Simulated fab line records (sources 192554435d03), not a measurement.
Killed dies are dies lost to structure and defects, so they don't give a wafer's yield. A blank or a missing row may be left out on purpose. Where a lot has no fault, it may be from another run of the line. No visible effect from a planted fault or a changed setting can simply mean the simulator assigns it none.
Lot-split experiment | flow n5Finfet | 39 wafers read across 7 lots, on a route 1938 steps long

== SPLIT DETAILS ==
At N5_BEOL_M2_ILD_DEP_00 (deposits SiOC from DEMS/O2, target thk 79 nm, time 15.3 s), the setting targetThkA was moved away from the recipe's 790 angstrom on 15 of the 39 wafers read, by -57.8% to +57.8%. This setting was run at the recipe's value on the other wafers.

Between the split and the reading, the file records no step.

== THE READING ==
M2_ILD_THK, in nm, at N5_BEOL_M2_THK_MEAS_01. Typical for fault-free wafers on this fab line: 79.7 nm, with standard deviation 1.2 nm.

wafer  | tool, chamber at the split | targetThkA as run, angstrom | against the recipe | M2_ILD_THK, nm | against lot-mates on the recipe
L079.1 | pecvd-01, 2                | 790                         | recipe             | 79.5           | -
L079.2 | pecvd-01, 0                | 790                         | recipe             | 78.8           | -
L079.3 | pecvd-01, 1                | 790                         | recipe             | 80.0           | -
L079.4 | pecvd-01, 0,1              | 790                         | recipe             | 80.8           | -
L079.5 | pecvd-01, 2                | 790                         | recipe             | 81.4           | -
L079.6 | pecvd-01, 0,1              | 790                         | recipe             | 81.0           | -
L081.1 | pecvd-02, 1                | 790                         | recipe             | 79.8           | -
L081.2 | pecvd-02, 2                | 790                         | recipe             | 79.5           | -
L081.3 | pecvd-02, 0                | 790                         | recipe             | 80.3           | -
L081.4 | pecvd-02, 0                | 333.6                       | -57.8%             | 35.7           | -44.2
L081.5 | pecvd-02, 1                | 333.6                       | -57.8%             | 36.2           | -43.7
L081.6 | pecvd-02, 2                | 333.6                       | -57.8%             | 34.5           | -45.4
L082.1 | pecvd-04, 0                | 1193                        | +51.0%             | 116.8          | +38.8
L082.2 | pecvd-04, 1                | 790                         | recipe             | 77.2           | -
L082.3 | pecvd-04, 1                | 1193                        | +51.0%             | 118.8          | +40.8
L082.4 | pecvd-04, 0                | 790                         | recipe             | 78.5           | -
L082.5 | pecvd-04, 1                | 790                         | recipe             | 78.2           | -
L082.6 | pecvd-04, 0                | 1193                        | +51.0%             | 119.4          | +41.4
L083.1 | pecvd-02, 1                | 790                         | recipe             | 79.0           | -
L083.2 | pecvd-02, 0                | 1118                        | +41.5%             | 111.7          | +31.6
L083.3 | pecvd-02, 2                | 1118                        | +41.5%             | 111.3          | +31.2
L083.4 | pecvd-02, 2                | 790                         | recipe             | 80.8           | -
L083.5 | pecvd-02, 0                | 790                         | recipe             | 80.6           | -
L083.6 | pecvd-02, 1                | 1118                        | +41.5%             | 112.9          | +32.8
L084.1 | pecvd-01, 0                | 790                         | recipe             | 79.1           | -
L084.2 | pecvd-01, 2                | 1247                        | +57.8%             | 124.6          | +45.1
L084.3 | pecvd-01, 1                | 790                         | recipe             | 78.2           | -
L084.4 | pecvd-01, 2                | 790                         | recipe             | 81.1           | -
L084.5 | pecvd-01, 1                | 1247                        | +57.8%             | 126.0          | +46.5
L084.6 | pecvd-01, 0                | 1247                        | +57.8%             | 125.9          | +46.4
L086.1 | pecvd-02, 1                | 790                         | recipe             | 79.6           | -
L086.5 | pecvd-02, 2                | 790                         | recipe             | 81.5           | -
L086.6 | pecvd-02, 1                | 790                         | recipe             | 79.9           | -
L093.1 | pecvd-02, 0                | 790                         | recipe             | 79.4           | -
L093.2 | pecvd-02, 1                | 431.4                       | -45.4%             | 44.4           | -35.8
L093.3 | pecvd-02, 2                | 431.4                       | -45.4%             | 44.9           | -35.3
L093.4 | pecvd-02, 2                | 790                         | recipe             | 80.7           | -
L093.5 | pecvd-02, 0                | 431.4                       | -45.4%             | 45.4           | -34.8
L093.6 | pecvd-02, 1                | 790                         | recipe             | 80.5           | -
Where a row lists several chambers, the file gives one row for several wafers and doesn't say which wafer went through which chamber.

THE FIT
A straight line over all 39 wafers: M2_ILD_THK changes by +0.772 nm for each +1% of targetThkA; r = +1.00; the points scatter about the line by 1.1 nm.
The same after taking each lot's own level away (the mean of its wafers on the recipe; 39 wafers): +0.781 nm for each +1%; r = +1.00; scatter 0.89 nm.
Per that fit: largest targetThkA move, reading shift of 45 nm.
From 77.97 to 80.33 nm: that is the span of the lots' own levels, equal to 2.0 times the standard deviation above.
Consequently the slope shifts little with the lot-to-lot level, the two slopes agreeing.
Check: with one of the wafers moved furthest among these (+57.8%) left out of the fit, the line predicts +45.3 nm for it against its lot-mates. It came out at +45.1 nm against them.

== OTHER SPLITS ON THESE WAFERS ==
Other splits were also applied to these wafers ahead of the reading. Each is held against what the fit with the lots' levels taken away leaves over:
other split on the same wafers           | wafers away from the commonest value | r with M2_ILD_THK (lot level and that fit taken away)
N5_ZERO_LAYER_PECVD_02 timeS             | 12                                   | -0.08
N5_FIN_SAQP_HM_DEP_72 targetThkA         | 15                                   | -0.03
N5_STI_FIN_REVEAL_ETCHBACK_08 timeS      | 9                                    | +0.14
N5_HKMG_FIN_ALD_75 targetThkA            | 12                                   | +0.11
N5_MOL_CONTACT_COAG_ETCH_91 targetDepthA | 15                                   | +0.10

== THE WHOLE CHAIN: every reading that the file lists as answering this split, in the file's order ==
step                   | what it does                                              | reading                                                                           | change (the file's fit)               | r (the file's)
N5_BEOL_M2_ILD_DEP_00  | deposits SiOC from DEMS/O2, target thk 79 nm, time 15.3 s | SiOC_of_BEOL_M2_ILD_DEP_00.thkNm (the simulator's own value, which no gauge read) | +0.782 nm for each +1% of the setting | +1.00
N5_BEOL_M2_THK_MEAS_01 |                                                           | M2_ILD_THK                                                                        | +0.781 for each +1% of the setting    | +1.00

== FILE'S OWN FIT ==
M2_ILD_THK changes by +0.781 nm for each +1% of targetThkA, r = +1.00.
